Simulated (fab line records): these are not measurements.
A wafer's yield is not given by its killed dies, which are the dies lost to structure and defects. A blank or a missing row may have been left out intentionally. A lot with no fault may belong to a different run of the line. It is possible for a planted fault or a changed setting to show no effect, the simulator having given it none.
fab line records	flow nandHarc
record: lots: 13	wafers: 39	lastDay: 33
route steps=1302 shown A_CHANNEL_FILL_D1@501 A_DECK1_JOINT@539 A_ONON_D2@551 END@1302
lots that met no fault: taken from a fault-free run of the same line
startH: hours from the record's opening day to when the first of the lot's shown wafers began	waitH: hours elapsed since this lot's preceding step	" repeats the value in the row above	L1.1+2: several wafers, shown together as one row	- no value, or no start was given	* or withheld: withheld	< > ~ a bound
route shown NAME@n: NAME is a module with steps in the file, n the number in the route of the first one	usual: average and standard deviation across the fault-free wafers	same: alike in all rows	chamber/n: place in a boat	sites: readings site by site	_std_site: their standard deviation	_edge_site: mean of outer sites minus mean of inner sites	radiusMm: how far each site lies from the wafer's centre	mask NAME#n: copy n	behind: the most recent tool/chamber to have shaped the wafer	hold: cause of the lot's hold/its duration in hours/its outcome	device: the n, p or np transistor that did not switch	end of line: at the end of the route, the tests of the same wafers	for a step that has no rows: nothing shown but its recipe	killed: dies that structure and defects cost at the first sort, which is not the same as the wafer's yield	map: dies across one wafer; x = killed, . = not, _ = none there
set.NAME: the setting the step ran with; set.NAME@STEP: the setting that earlier step ran with	model.NAME: the simulator's own value behind a step, which no gauge read
the route's steps for a sample of lots (tables are steps, rows are wafers)
services: a tool's chamber out of use, with start hour (startH, from the record's first day; less than 0 if before it), hours out, and reason
== steps ==
step: NHARC_A_CHANNEL_FILL_D1_STRIP_28
recipe: timeS: 20	o2FlowSccm: 500	arFlowSccm: 0	biasW: 0	chemistry: O2
usual: drypumpMotorCurrentA: 5.7/0.37	o2FlowSccm: 500.2/1.5	oesProductAu: 1.003/0.011	rfVppV: 57.8/0.89	showerheadPlenumPTorr: 3.57/0.15	throttleValvePct: 17.037/0.0098
lot.wafer	tool	chamber	startH	waitH	drypumpMotorCurrentA	o2FlowSccm	oesProductAu	rfHoursCounterH	rfVppV	showerheadPlenumPTorr	throttleValvePct
L922.2	rieDiel-08	1	220.00	0.1	5.5	500.9	0.986	1.6	57.2	3.53	17.017
L922.5	"	2	"	"	6.0	497.9	0.995	-	57.1	3.78	17.028
L922.6	"	3	"	"	5.9	500.4	1.005	-	56.6	3.58	17.015
L923.1	rieDiel-08	1	224.54	0.1	5.5	499.4	0.979	2.0	56.4	3.53	17.034
L923.2	"	0	"	"	5.7	501.7	1.009	1.8	57.5	3.65	17.032
L923.5	"	2	"	"	5.9	500.3	0.992	-	57.7	3.78	17.062
L925.4	rieDiel-08	1	245.67	0.1	5.6	502.2	0.980	2.6	58.7	3.53	17.035
L925.5	"	3	"	"	5.9	499.8	1.006	-	57.8	3.58	17.037
L925.6	"	0	"	"	5.7	503.7	1.011	-	57.9	3.65	17.038
L927.2	rieDiel-13	1	265.79	0.1	5.7	501.3	0.993	3.5	57.4	3.50	17.023
L927.3	"	2	"	"	5.4	500.5	0.983	2.1	57.8	3.77	17.034
L927.6	"	1	"	"	5.8	499.3	0.991	-	57.6	3.50	17.021
L933.3	rieDiel-04	2	330.77	0.1	6.3	500.0	1.003	7.5	60.0	3.75	17.023
L933.2	"	3	"	"	5.5	501.7	1.015	9.2	56.6	3.30	17.035
L933.5	"	1	"	"	5.3	499.2	1.010	-	57.7	3.51	17.028
L935.3	rieDiel-08	1	330.77	0.1	5.6	499.8	0.988	7.2	58.9	3.53	17.014
L935.2	"	2	"	"	5.9	502.2	1.000	6.5	58.9	3.78	17.041
L935.5	"	0	"	"	5.7	498.0	1.014	-	56.5	3.64	17.038
L938.3	rieDiel-04	0	375.14	0.1	5.5	499.9	1.012	0.1	58.0	3.52	17.036
L938.4	"	1	"	"	5.3	498.9	1.008	0.2	58.0	3.51	17.040
L938.5	"	0	"	"	5.5	501.6	1.008	-	59.7	3.52	17.051
L939.2	rieDiel-04	3	385.66	0.1	5.5	499.1	1.012	0.7	58.1	3.30	17.022
L939.5	"	0	"	"	5.5	499.8	1.020	-	56.2	3.52	17.044
L939.6	"	1	"	"	5.3	498.8	1.014	-	58.6	3.51	17.050
L941.1	rieDiel-13	0	410.61	0.1	5.2	500.4	1.009	3.9	58.0	3.60	17.036
L941.6	"	3	"	"	6.4	499.3	1.010	-	56.1	3.37	17.044
L941.5	"	0	"	"	5.2	498.3	0.993	-	59.4	3.60	17.044
L943.3	rieDiel-13	1	423.15	0.1	5.8	500.6	1.009	4.4	57.0	3.50	17.047
L943.4	"	2	"	"	5.4	500.6	1.012	3.5	58.2	3.77	17.036
L943.5	"	0	"	"	5.3	498.1	1.010	-	57.7	3.60	17.048
L942.3	rieDiel-13	3	427.38	0.1	6.5	501.1	1.026	4.0	58.3	3.37	17.043
L942.2	"	0	"	"	5.2	501.9	1.007	5.4	57.6	3.60	17.030
L942.5	"	2	"	"	5.4	500.3	1.002	-	60.1	3.77	17.027
L944.1	rieDiel-13	1	432.88	0.1	5.8	502.5	1.014	5.7	58.3	3.50	17.056
L944.3	"	3	"	"	6.5	498.8	1.020	4.2	58.0	3.37	17.028
L944.5	"	0	"	"	5.2	502.6	1.007	-	58.5	3.60	17.034
L945.4	rieDiel-08	2	432.88	0.1	5.9	500.8	1.005	3.2	58.4	3.77	17.032
L945.2	"	1	"	"	5.5	499.0	0.991	3.0	58.7	3.53	17.027
L945.6	"	2	"	"	6.0	500.4	1.006	-	58.5	3.77	17.027
step: NHARC_A_DECK1_JOINT_CMP_02
recipe: material: SiOx
usual: motorCurrentA: 11.9/0.97
lot.wafer	tool	chamber	startH	waitH	motorCurrentA
L922.2	cmp-02	1	285.88	0.4	12.2
L922.5	"	3	"	"	12.3
L922.6	"	0	"	"	11.0
L923.2	cmp-04	3	297.49	0.4	13.2
L923.1	"	0	"	"	11.4
L923.5	"	2	"	"	12.7
L925.4	cmp-04	2	318.54	0.4	13.0
L925.5	"	2	"	"	13.0
L925.6	"	3	"	"	13.7
L927.3	cmp-01	2	332.03	0.4	11.4
L927.2	"	3	"	"	12.0
L927.6	"	1	"	"	11.0
L935.2	cmp-01	1	386.55	0.4	11.7
L935.3	"	2	"	"	11.1
L935.5	"	1	"	"	11.3
L933.2	cmp-04	1	386.57	0.4	10.1
L933.3	"	2	"	"	12.8
L933.5	"	0	"	"	11.4
L938.3	cmp-04	1	432.64	0.4	10.7
L938.4	"	2	"	"	13.1
L938.5	"	3	"	"	12.9
L939.2	cmp-01	1	444.10	0.5	11.1
L939.5	"	2	"	"	10.7
L939.6	"	3	"	"	12.5
L941.1	cmp-02	0	469.99	0.4	11.6
L941.6	"	1	"	"	12.3
L941.5	"	2	"	"	11.0
L943.3	cmp-02	1	481.91	0.4	12.1
L943.4	"	2	"	"	10.9
L943.5	"	1	"	"	12.6
L942.2	cmp-01	2	484.04	0.4	10.8
L942.3	"	3	"	"	12.7
L942.5	"	1	"	"	11.2
L945.2	cmp-02	3	490.83	0.4	11.7
L945.4	"	1	"	"	12.3
L945.6	"	3	"	"	13.1
L944.1	cmp-04	3	490.88	0.4	13.3
L944.3	"	0	"	"	10.6
L944.5	"	2	"	"	13.6
step: NHARC_A_DECK1_JOINT_THK_MEAS_17
recipe: thkMeasGauge: ellipsometry
usual: thkNm: 45.0/1.2
lot.wafer	tool	chamber	startH	waitH	thkNm
L922.2	filmMetro-01	-	286.49	0.2	46.0
L922.5	"	-	"	"	44.5
L922.6	"	-	"	"	43.8
L923.1	filmMetro-02	-	298.11	0.2	44.1
L923.2	"	-	"	"	45.1
L923.5	"	-	"	"	46.4
L925.4	filmMetro-02	-	319.35	0.1	43.7
L925.5	"	-	"	"	44.6
L925.6	"	-	"	"	43.4
L927.2	filmMetro-01	-	332.69	0.2	44.4
L927.3	"	-	"	"	44.0
L927.6	"	-	"	"	45.7
L933.2	filmMetro-01	-	387.22	0.3	42.6
L933.3	"	-	"	"	44.5
L933.5	"	-	"	"	45.8
L935.2	filmMetro-01	-	387.22	0.2	46.8
L935.3	"	-	"	"	45.0
L935.5	"	-	"	"	46.3
L938.3	filmMetro-01	-	433.26	0.2	44.6
L938.4	"	-	"	"	43.6
L938.5	"	-	"	"	44.4
L939.2	filmMetro-02	-	445.01	0.3	41.9
L939.5	"	-	"	"	46.2
L939.6	"	-	"	"	48.4
L941.1	filmMetro-02	-	470.59	0.3	44.8
L941.5	"	-	"	"	47.1
L941.6	"	-	"	"	44.9
L943.3	filmMetro-01	-	482.56	0.2	44.0
L943.4	"	-	"	"	43.4
L943.5	"	-	"	"	47.0
L942.2	filmMetro-01	-	484.66	0.3	44.6
L942.3	"	-	"	"	43.9
L942.5	"	-	"	"	44.6
L945.2	filmMetro-01	-	491.50	0.2	44.1
L945.4	"	-	"	"	46.4
L945.6	"	-	"	"	43.8
L944.1	filmMetro-02	-	491.67	0.3	44.7
L944.3	"	-	"	"	44.1
L944.5	"	-	"	"	44.6
step: NHARC_A_ONON_D2_DEP_09
recipe: targetThkA: 10000	n2FlowSccm: 2750	n2oFlowSccm: 2000	nh3FlowSccm: 500	sih4FlowSccm: 210	tempC: 400
usual: n2FlowSccm: 2751/6.7	n2oFlowSccm: 2000/5.8
lot.wafer	tool	chamber	startH	waitH	n2FlowSccm	n2oFlowSccm
L922.2	pecvdOnon-04	0	288.35	0.1	2760	1996
L922.5	"	0	"	"	2764	1994
L922.6	"	0	"	"	2754	2006
L923.1	pecvdOnon-02	0	299.92	0.1	2746	2007
L923.2	"	0	"	"	2741	1997
L923.5	"	0	"	"	2744	2003
L925.4	pecvdOnon-02	0	321.32	0.2	2752	1988
L925.5	"	0	"	"	2750	1987
L925.6	"	0	"	"	2760	1992
L927.2	pecvdOnon-04	0	334.54	0.1	2759	2001
L927.3	"	0	"	"	2751	2005
L927.6	"	0	"	"	2755	2002
L935.2	pecvdOnon-04	-	389.08	0.1	-	-
L935.3	"	-	"	"	-	-
L935.5	"	-	"	"	-	-
L933.2	pecvdOnon-02	-	389.09	0.1	-	-
L933.3	"	-	"	"	-	-
L933.5	"	-	"	"	-	-
L938.3	pecvdOnon-01	0	435.18	0.2	2746	2001
L938.4	"	0	"	"	2758	1996
L938.5	"	0	"	"	2759	2001
L939.2	pecvdOnon-02	0	446.89	0.1	2745	2005
L939.5	"	0	"	"	2737	2002
L939.6	"	0	"	"	2749	2006
L941.1	pecvdOnon-01	0	472.39	0.1	2750	2001
L941.5	"	0	"	"	2750	1999
L941.6	"	0	"	"	2753	1999
L943.3	pecvdOnon-04	0	484.48	0.2	2738	2006
L943.4	"	0	"	"	2743	1998
L943.5	"	0	"	"	2744	2003
L942.2	pecvdOnon-02	0	486.52	0.1	2763	1994
L942.3	"	0	"	"	2748	2001
L942.5	"	0	"	"	2751	2010
L945.2	pecvdOnon-02	0	493.50	0.2	2756	2005
L945.4	"	0	"	"	2747	2007
L945.6	"	0	"	"	2744	2000
L944.1	pecvdOnon-01	0	493.92	0.2	2769	1996
L944.3	"	0	"	"	2754	1994
L944.5	"	0	"	"	2748	1997
step: NHARC_END_SORT_01
recipe: tempC: 25
usual: killedAtArray: 59/20	killedAtOther: 0.8/1	killedAtPeriphery: 3.2/2.1	killedDies: 63/21	killedOpen: 3.0/1.9	killedShort: 2.3/1.5
same: grossDies: 677
lot.wafer	tool	chamber	startH	waitH	killedAtArray	killedAtOther	killedAtPeriphery	killedDies	killedOpen	killedShort
L922.2	prober-02	0	556.20	2.8	69	3	1	73	6	1
L922.5	prober-02	0	558.56	3.6	64	1	1	66	3	2
L922.6	prober-02	0	559.35	3.9	65	2	4	71	2	1
L923.1	prober-02	0	585.57	2.5	23	0	2	25	2	3
L923.2	prober-02	0	586.36	2.8	21	1	1	23	2	2
L923.5	prober-02	0	588.75	3.7	21	1	3	25	8	3
L925.4	prober-01	0	607.76	3.4	25	0	1	26	3	0
L925.5	prober-01	0	608.55	3.7	20	0	4	24	6	0
L925.6	prober-01	0	609.34	4.0	30	0	3	33	4	6
L927.2	prober-02	0	616.02	2.8	75	0	2	77	2	4
L927.3	prober-02	0	616.83	3.1	83	2	3	88	2	4
L927.6	prober-02	0	619.26	4.0	70	0	8	78	8	4
L933.2	prober-01	0	686.67	2.8	673	0	4	677	5	2
L933.3	prober-01	0	687.46	3.1	674	0	3	677	2	1
L933.5	prober-01	0	689.05	3.7	668	2	7	677	2	1
L935.2	prober-01	0	694.47	2.8	674	0	3	677	2	0
L935.3	prober-01	0	695.26	3.1	674	0	3	677	5	1
L935.5	prober-01	0	696.86	3.7	677	0	0	677	0	2
L938.3	prober-01	0	718.63	3.1	91	1	5	97	4	2
L938.4	prober-01	0	719.43	3.4	80	0	8	88	2	1
L938.5	prober-01	0	720.22	3.7	71	0	6	77	1	3
L939.2	prober-01	0	729.31	2.8	55	0	3	58	1	2
L939.5	prober-01	0	731.66	3.6	60	2	1	63	3	2
L939.6	prober-01	0	732.44	3.9	66	0	1	67	3	2
L941.1	prober-01	0	761.88	2.5	64	2	2	68	8	1
L941.5	prober-01	0	765.07	3.7	66	0	2	68	4	2
L941.6	prober-01	0	765.87	4.0	62	0	2	64	3	2
L942.2	prober-01	0	772.73	2.8	53	2	2	57	3	2
L942.3	prober-01	0	773.52	3.1	62	1	2	65	7	1
L942.5	prober-01	0	775.10	3.7	57	0	2	59	3	0
L944.1	prober-01	0	779.67	2.5	70	0	4	74	2	1
L944.3	prober-01	0	781.27	3.1	60	1	3	64	7	1
L944.5	prober-01	0	782.87	3.7	54	1	6	61	0	0
L943.3	prober-01	0	789.09	3.1	47	2	0	49	1	3
L943.4	prober-01	0	789.90	3.4	51	2	3	56	2	3
L943.5	prober-01	0	790.70	3.7	48	4	3	55	1	4
L945.2	prober-01	0	796.12	2.8	55	0	5	60	3	0
L945.4	prober-01	0	797.73	3.4	50	0	4	54	0	1
L945.6	prober-01	0	799.34	4.0	50	2	4	56	0	4
killed by level:class
L922.2 A_CHANNEL_HOLE_D1:chamberFilmFlake=26 A_SLIT:chamberFilmFlake=21 A_CHANNEL_HOLE_D2:chamberFilmFlake=9 A_CONTACT:chamberFilmFlake=4 A_STAIRCASE:chamberFilmFlake=3 A_DECK1_JOINT:geometricParticle:open=2 THIN_TSV:chamberFilmFlake=2 A_ONON_D1:geometricParticle:open=1
L922.5 A_CHANNEL_HOLE_D1:chamberFilmFlake=27 A_SLIT:chamberFilmFlake=24 A_CHANNEL_HOLE_D2:chamberFilmFlake=5 A_CONTACT:chamberFilmFlake=3 P_M1:geometricParticle:open=1 A_ONON_D1:geometricParticle:short=1 A_CHANNEL_HOLE_D1:geometricParticle:short=1 A_DECK1_JOINT:geometricParticle:open=1
L922.6 A_CHANNEL_HOLE_D1:chamberFilmFlake=30 A_SLIT:chamberFilmFlake=21 A_CHANNEL_HOLE_D2:chamberFilmFlake=5 A_STAIRCASE:chamberFilmFlake=3 A_CONTACT:chamberFilmFlake=3 P_M0:chamberFilmFlake=2 THIN_TSV:chamberFilmFlake=2 P_M0:geometricParticle:open=1
L923.1 A_CHANNEL_HOLE_D2:chamberFilmFlake=7 A_CONTACT:chamberFilmFlake=6 A_CHANNEL_HOLE_D1:chamberFilmFlake=2 A_CHANNEL_FILL_D1:geometricParticle:open=1 A_ONON_D2:geometricParticle:short=1 A_CHANNEL_FILL_D2:geometricParticle:short=1 A_CHANNEL_FILL_D2:geometricParticle:open=1 A_WL_FILL:geometricParticle:short=1
L923.2 A_CHANNEL_HOLE_D2:chamberFilmFlake=11 A_CONTACT:chamberFilmFlake=4 A_DECK1_JOINT:geometricParticle:short=1 A_SGD_CUT:geometricParticle:open=1 A_CONTACT:geometricParticle:short=1 A_M0:geometricParticle:open=1 P_GATE:chamberFilmFlake=1 A_CHANNEL_HOLE_D1:chamberFilmFlake=1
L923.5 A_CHANNEL_HOLE_D2:chamberFilmFlake=7 A_CHANNEL_FILL_D1:geometricParticle:open=2 A_DECK1_JOINT:geometricParticle:short=2 A_CONTACT:chamberFilmFlake=2 P_CONTACT:geometricParticle:open=1 P_M1:geometricParticle:open=1 A_ONON_D1:geometricParticle:short=1 A_DECK1_JOINT:geometricParticle:open=1
L925.4 A_CHANNEL_HOLE_D2:chamberFilmFlake=13 A_DECK1_JOINT:chamberFilmFlake=3 A_STAIRCASE:chamberFilmFlake=2 A_CONTACT:chamberFilmFlake=2 A_CHANNEL_FILL_D1:geometricParticle:open=1 A_CHANNEL_FILL_D2:geometricParticle:open=1 A_M0:geometricParticle:open=1 P_GATE:chamberFilmFlake=1
L925.5 A_CHANNEL_HOLE_D2:chamberFilmFlake=7 A_CONTACT:chamberFilmFlake=3 P_M0:geometricParticle:open=2 A_STAIRCASE:chamberFilmFlake=2 A_CHANNEL_HOLE_D1:geometricParticle:open=1 A_CHANNEL_FILL_D1:geometricParticle:open=1 A_DECK1_JOINT:geometricParticle:open=1 A_CHANNEL_HOLE_D2:geometricParticle:open=1
L925.6 A_CHANNEL_HOLE_D2:chamberFilmFlake=8 A_CHANNEL_HOLE_D1:chamberFilmFlake=3 A_STAIRCASE:chamberFilmFlake=3 A_CONTACT:chamberFilmFlake=3 A_ONON_D1:geometricParticle:open=2 A_CHANNEL_FILL_D1:geometricParticle:short=2 A_DECK1_JOINT:chamberFilmFlake=2 P_CONTACT:geometricParticle:short=1
L927.2 A_SLIT:chamberFilmFlake=28 A_CHANNEL_HOLE_D1:chamberFilmFlake=26 A_CHANNEL_HOLE_D2:chamberFilmFlake=6 A_STAIRCASE:chamberFilmFlake=3 A_CONTACT:chamberFilmFlake=3 A_CHANNEL_FILL_D1:geometricParticle:open=2 A_WL_FILL:geometricParticle:short=2 A_ZERO_WELL:chamberFilmFlake=2
L927.3 A_SLIT:chamberFilmFlake=30 A_CHANNEL_HOLE_D1:chamberFilmFlake=29 A_CHANNEL_HOLE_D2:chamberFilmFlake=8 A_STAIRCASE:chamberFilmFlake=5 A_CONTACT:chamberFilmFlake=2 THIN_TSV:chamberFilmFlake=2 A_CHANNEL_FILL_D1:geometricParticle:short=1 A_ONON_D2:geometricParticle:open=1
L927.6 A_SLIT:chamberFilmFlake=25 A_CHANNEL_HOLE_D1:chamberFilmFlake=24 A_CHANNEL_HOLE_D2:chamberFilmFlake=9 P_ZERO_WELL:chamberFilmFlake=3 P_M0:geometricParticle:open=2 P_STI:chamberFilmFlake=2 P_CONTACT:geometricParticle:open=1 A_CHANNEL_FILL_D1:geometricParticle:open=1
L933.2 A_ONON_D2:areaDep=600 A_SLIT:chamberFilmFlake=33 A_CONTACT:chamberFilmFlake=11 A_CHANNEL_HOLE_D1:chamberFilmFlake=7 A_STAIRCASE:chamberFilmFlake=5 A_CHANNEL_FILL_D2:chamberFilmFlake=3 A_SGD_CUT:chamberFilmFlake=3 A_WL_FILL:chamberFilmFlake=2
L933.3 A_ONON_D2:areaDep=622 A_SLIT:chamberFilmFlake=27 A_CHANNEL_HOLE_D1:chamberFilmFlake=10 A_CONTACT:chamberFilmFlake=5 A_STAIRCASE:chamberFilmFlake=4 P_CONTACT:chamberFilmFlake=2 A_BLC:chamberFilmFlake=2 A_ONON_D1:geometricParticle:short=1
L933.5 A_ONON_D2:areaDep=617 A_SLIT:chamberFilmFlake=32 A_CONTACT:chamberFilmFlake=5 A_CHANNEL_HOLE_D1:chamberFilmFlake=4 A_SGD_CUT:chamberFilmFlake=4 P_ZERO_WELL:chamberFilmFlake=2 P_CONTACT:chamberFilmFlake=2 A_CHANNEL_HOLE_D2:chamberFilmFlake=2
L935.2 A_ONON_D2:areaDep=615 A_CHANNEL_HOLE_D1:chamberFilmFlake=21 A_CHANNEL_HOLE_D2:chamberFilmFlake=16 A_CONTACT:chamberFilmFlake=10 A_CHANNEL_FILL_D2:chamberFilmFlake=5 A_STAIRCASE:chamberFilmFlake=3 P_CONTACT:geometricParticle:open=1 A_M0:geometricParticle:open=1
L935.3 A_ONON_D2:areaDep=609 A_CHANNEL_HOLE_D1:chamberFilmFlake=23 A_CHANNEL_HOLE_D2:chamberFilmFlake=23 A_STAIRCASE:chamberFilmFlake=6 A_SLIT:chamberFilmFlake=3 A_WL_FILL:chamberFilmFlake=2 P_CONTACT:geometricParticle:open=1 P_M1:geometricParticle:open=1
L935.5 A_ONON_D2:areaDep=607 A_CHANNEL_HOLE_D1:chamberFilmFlake=27 A_CHANNEL_HOLE_D2:chamberFilmFlake=25 A_CONTACT:chamberFilmFlake=6 A_STAIRCASE:chamberFilmFlake=3 A_ZERO_WELL:chamberFilmFlake=2 A_SLIT:chamberFilmFlake=2 A_CHANNEL_FILL_D2:chamberFilmFlake=2
L938.3 A_SLIT:chamberFilmFlake=31 A_CHANNEL_HOLE_D2:chamberFilmFlake=25 A_CHANNEL_HOLE_D1:chamberFilmFlake=24 A_CONTACT:chamberFilmFlake=5 A_ONON_D2:geometricParticle:open=2 P_STI:chamberFilmFlake=2 P_CONTACT:chamberFilmFlake=2 A_CHANNEL_FILL_D2:geometricParticle:open=1
L938.4 A_SLIT:chamberFilmFlake=34 A_CHANNEL_HOLE_D2:chamberFilmFlake=20 A_CHANNEL_HOLE_D1:chamberFilmFlake=15 A_CONTACT:chamberFilmFlake=5 P_STI:chamberFilmFlake=3 A_CHANNEL_FILL_D1:chamberFilmFlake=3 P_CONTACT:chamberFilmFlake=2 P_M0:geometricParticle:open=1
L938.5 A_SLIT:chamberFilmFlake=28 A_CHANNEL_HOLE_D1:chamberFilmFlake=24 A_CHANNEL_HOLE_D2:chamberFilmFlake=9 P_CONTACT:chamberFilmFlake=4 A_CONTACT:chamberFilmFlake=3 A_WL_FILL:chamberFilmFlake=2 P_CONTACT:geometricParticle:open=1 A_SOURCE_PLATE:geometricParticle:short=1
L939.2 A_SLIT:chamberFilmFlake=29 A_CHANNEL_HOLE_D1:chamberFilmFlake=11 A_BLC:chamberFilmFlake=4 A_DECK1_JOINT:chamberFilmFlake=2 A_CHANNEL_HOLE_D2:chamberFilmFlake=2 A_STAIRCASE:chamberFilmFlake=2 A_CONTACT:chamberFilmFlake=2 P_CONTACT:geometricParticle:open=1
L939.5 A_SLIT:chamberFilmFlake=22 A_CHANNEL_HOLE_D1:chamberFilmFlake=20 A_CONTACT:chamberFilmFlake=6 A_BLC:chamberFilmFlake=4 A_STAIRCASE:chamberFilmFlake=2 THIN_TSV:chamberFilmFlake=2 P_CONTACT:geometricParticle:open=1 A_SOURCE_PLATE:geometricParticle:short=1
L939.6 A_SLIT:chamberFilmFlake=36 A_CHANNEL_HOLE_D1:chamberFilmFlake=15 A_BLC:chamberFilmFlake=4 A_CONTACT:chamberFilmFlake=2 A_SOURCE_PLATE:geometricParticle:open=1 A_ONON_D2:geometricParticle:short=1 A_CHANNEL_HOLE_D2:geometricParticle:open=1 A_BLC:geometricParticle:open=1
L941.1 A_CHANNEL_HOLE_D2:chamberFilmFlake=24 A_CHANNEL_HOLE_D1:chamberFilmFlake=15 A_SLIT:chamberFilmFlake=6 A_CONTACT:chamberFilmFlake=6 A_BLC:chamberFilmFlake=4 P_M1:geometricParticle:open=2 A_CHANNEL_FILL_D2:geometricParticle:open=2 A_CONTACT:geometricParticle:open=2
L941.5 A_CHANNEL_HOLE_D2:chamberFilmFlake=25 A_CHANNEL_HOLE_D1:chamberFilmFlake=17 A_SLIT:chamberFilmFlake=7 A_CONTACT:chamberFilmFlake=5 A_BLC:chamberFilmFlake=4 A_CHANNEL_FILL_D1:geometricParticle:open=3 A_CHANNEL_FILL_D1:geometricParticle:short=2 A_STAIRCASE:chamberFilmFlake=2
L941.6 A_CHANNEL_HOLE_D2:chamberFilmFlake=26 A_CHANNEL_HOLE_D1:chamberFilmFlake=14 A_BLC:chamberFilmFlake=9 A_CHANNEL_FILL_D1:chamberFilmFlake=3 A_SLIT:chamberFilmFlake=3 P_CONTACT:geometricParticle:open=1 P_CONTACT:geometricParticle:short=1 A_CHANNEL_FILL_D1:geometricParticle:short=1
L942.2 A_CHANNEL_HOLE_D2:chamberFilmFlake=25 A_CONTACT:chamberFilmFlake=13 A_SLIT:chamberFilmFlake=4 A_CHANNEL_HOLE_D1:chamberFilmFlake=2 A_BLC:chamberFilmFlake=2 THIN_TSV:chamberFilmFlake=2 P_CONTACT:geometricParticle:open=1 A_DECK1_JOINT:geometricParticle:short=1
L942.3 A_CHANNEL_HOLE_D2:chamberFilmFlake=34 A_CONTACT:chamberFilmFlake=9 A_SLIT:chamberFilmFlake=7 A_M0:geometricParticle:open=2 A_DECK1_JOINT:chamberFilmFlake=2 A_CHANNEL_HOLE_D1:geometricParticle:open=1 A_WL_FILL:geometricParticle:short=1 A_WL_FILL:geometricParticle:open=1
L942.5 A_CHANNEL_HOLE_D2:chamberFilmFlake=32 A_SLIT:chamberFilmFlake=9 A_CONTACT:chamberFilmFlake=7 A_CHANNEL_HOLE_D1:unspecified=4 P_STI:geometricParticle:open=1 A_ONON_D1:geometricParticle:open=1 A_CHANNEL_FILL_D2:geometricParticle:open=1 P_ZERO_WELL:chamberFilmFlake=1
L944.1 A_CHANNEL_HOLE_D2:chamberFilmFlake=31 A_CHANNEL_HOLE_D1:chamberFilmFlake=18 A_SLIT:chamberFilmFlake=8 A_CONTACT:chamberFilmFlake=7 P_GATE:chamberFilmFlake=3 A_STAIRCASE:chamberFilmFlake=2 A_CHANNEL_FILL_D2:geometricParticle:open=1 A_SGD_CUT:geometricParticle:short=1
L944.3 A_CHANNEL_HOLE_D2:chamberFilmFlake=28 A_CHANNEL_HOLE_D1:chamberFilmFlake=14 A_SLIT:chamberFilmFlake=6 A_CONTACT:chamberFilmFlake=4 A_CHANNEL_FILL_D2:geometricParticle:open=2 P_GATE:geometricParticle:open=1 P_M0:geometricParticle:open=1 A_DECK1_JOINT:geometricParticle:open=1
L944.5 A_CHANNEL_HOLE_D2:chamberFilmFlake=24 A_CHANNEL_HOLE_D1:chamberFilmFlake=17 A_SLIT:chamberFilmFlake=7 A_CONTACT:chamberFilmFlake=4 P_ZERO_WELL:chamberFilmFlake=3 P_GATE:chamberFilmFlake=2 A_STAIRCASE:chamberFilmFlake=2 P_STI:chamberFilmFlake=1
L943.3 A_SLIT:chamberFilmFlake=27 A_CHANNEL_HOLE_D1:chamberFilmFlake=11 A_CONTACT:chamberFilmFlake=3 THIN_TSV:chamberFilmFlake=2 A_ONON_D1:geometricParticle:short=1 A_SGD_CUT:geometricParticle:short=1 A_WL_FILL:geometricParticle:short=1 A_M0:geometricParticle:open=1
L943.4 A_SLIT:chamberFilmFlake=25 A_CHANNEL_HOLE_D1:chamberFilmFlake=16 A_CONTACT:chamberFilmFlake=5 A_STAIRCASE:chamberFilmFlake=2 THIN_TSV:chamberFilmFlake=2 P_STI:geometricParticle:short=1 P_CONTACT:geometricParticle:open=1 P_M2:geometricParticle:open=1
L943.5 A_SLIT:chamberFilmFlake=29 A_CHANNEL_HOLE_D1:chamberFilmFlake=10 THIN_TSV:chamberFilmFlake=4 A_WL_FILL:geometricParticle:short=3 P_GATE:chamberFilmFlake=3 A_CONTACT:chamberFilmFlake=3 A_CHANNEL_FILL_D2:geometricParticle:short=1 A_M0:geometricParticle:open=1
L945.2 A_CHANNEL_HOLE_D2:chamberFilmFlake=29 A_STAIRCASE:chamberFilmFlake=9 A_SLIT:chamberFilmFlake=7 A_CONTACT:chamberFilmFlake=7 P_GATE:chamberFilmFlake=3 P_CONTACT:geometricParticle:open=1 A_CHANNEL_FILL_D2:geometricParticle:open=1 A_BLC:geometricParticle:open=1
L945.4 A_CHANNEL_HOLE_D2:chamberFilmFlake=34 A_SLIT:chamberFilmFlake=5 A_CONTACT:chamberFilmFlake=5 A_STAIRCASE:chamberFilmFlake=4 P_GATE:chamberFilmFlake=3 A_ONON_D1:geometricParticle:short=1 P_M2:chamberFilmFlake=1 A_WL_FILL:chamberFilmFlake=1
L945.6 A_CHANNEL_HOLE_D2:chamberFilmFlake=29 A_SLIT:chamberFilmFlake=6 A_STAIRCASE:chamberFilmFlake=4 A_CONTACT:chamberFilmFlake=4 A_CHANNEL_FILL_D1:chamberFilmFlake=3 THIN_TSV:chamberFilmFlake=2 P_CONTACT:geometricParticle:short=1 A_CHANNEL_FILL_D1:geometricParticle:short=1
== services ==
tool	chamber	startH	hours	kind
rieDiel-13	2	201.24	54.4	repair
cmp-04	-	210.03	4.0	pm
rieDiel-08	2	212.05	2.0	repair
rieDiel-13	-	222.33	19.4	repair
cmp-02	-	232.50	4.0	pm
cmp-01	-	249.89	5.4	repair
cmp-04	-	278.65	2.7	repair
cmp-01	-	283.50	4.0	pm
rieDiel-13	-	296.98	0.4	repair
cmp-04	-	308.03	4.0	pm
cmp-01	-	309.13	5.1	repair
pecvdOnon-04	-	311.46	13.0	pm
cmp-01	-	323.73	0.8	repair
pecvdOnon-02	-	327.18	0.1	repair
cmp-04	-	327.57	5.5	repair
cmp-02	-	330.50	4.0	pm
rieDiel-13	-	342.00	9.0	pm
rieDiel-08	0	342.70	2.6	repair
pecvdOnon-02	-	366.53	13.0	pm
rieDiel-08	-	367.80	9.0	pm
cmp-04	-	374.40	5.8	repair
cmp-04	-	406.03	4.0	pm
cmp-04	-	431.00	0.3	repair
pecvdOnon-02	-	464.77	2.9	repair
== key ==
firstSign: step: NHARC_A_ONON_D2_DEP_09	reading: toolRecord	direction: missing
effect: step: NHARC_END_SORT_01	reading: killedAtArray	direction: up	sigmas: 30	usual: 59	struck: 673
moreKillsBornAt: NHARC_A_ONON_D2_DEP_09@pecvdOnon-02: 1839	NHARC_A_ONON_D2_DEP_09@pecvdOnon-04: 1831
metAt NHARC_A_ONON_D2_DEP_09
struckLots L933,L935
laterRowsLeftOut L933.2,L933.3,L933.5,L935.2,L935.3,L935.5
testerLeftOut L933,L935
notActingAt NHARC_A_CHANNEL_FILL_D1_STRIP_28,NHARC_A_DECK1_JOINT_CMP_02,NHARC_A_DECK1_JOINT_THK_MEAS_17
onsetBetween 334.54 389.08
fault: kind: skippedStepWhole	tool: pecvdOnon-02,pecvdOnon-04	chamber: -	onsetH: 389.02	steps: NHARC_A_ONON_D2_DEP_09	scope: struckLotsOnly
testerLeftOut: of these lots the tester's yield and bins aren't shown, on N5 and GAA mostly nor the transistor test; their killed dies are dies lost to structure and defects alone, not to doping, threshold or leakage, so they don't give the yield
laterRowsLeftOut: the simulator's readings of these wafers behind a module that went badly wrong aren't trusted and aren't shown, but for the sort
